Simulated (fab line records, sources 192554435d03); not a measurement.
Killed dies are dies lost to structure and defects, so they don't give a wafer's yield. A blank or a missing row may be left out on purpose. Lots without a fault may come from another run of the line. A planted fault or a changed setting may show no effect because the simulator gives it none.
Chamber matching | flow n5_finfet | N5_BEOL_M7_CURE_75 on uv_cure-02: 3 sister chambers
The step cures SiCOH lowk, time 120 s. 3 wafers are shown with their chamber, then 8 later ones without.

WAFERS WITH THEIR CHAMBER
wafer  | chamber | wafer_temp_C_max
L074.6 | 0       | 372.3
L085.4 | 2       | 371.2
L094.2 | 1       | 371.9

WAFERS WITHOUT THEIR CHAMBER
wafer  | wafer_temp_C_max
L094.3 | 371.7
L094.4 | 371.3
L096.1 | 371.3
L096.2 | 372.0
L096.5 | 372.2
L097.4 | 372.4
L097.5 | 372.5
L097.6 | 371.6

WHICH CHAMBER EACH WENT THROUGH
wafer  | from the rows above     | in truth
L094.3 | can't be placed: 1 or 2 | 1
L094.4 | 2                       | 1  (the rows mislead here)
L096.1 | 2                       | 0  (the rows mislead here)
L096.2 | can't be placed: 1 or 0 | 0
L096.5 | can't be placed: 0 or 1 | 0
L097.4 | 0                       | 0
L097.5 | 0                       | 0
L097.6 | can't be placed: 1 or 2 | 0
Placed correctly: 2 of 8. Can't be placed from these rows: 4 (the true chamber is among the candidates in 3). Placed wrongly: 2.
How it was worked out, from the rows above alone: a wafer's distance from a chamber is the root of the sum, over the readings, of the square of ((its reading less the chamber's mean) divided by the reading's scatter). The wafer belongs to the nearest chamber; if the next one is less than 2 further off, it can't be placed. A chamber's mean is the mean of its shown wafers. The scatter: with one shown wafer a chamber, the root of the mean of the squares of how far each hidden wafer lies from its nearest shown one.
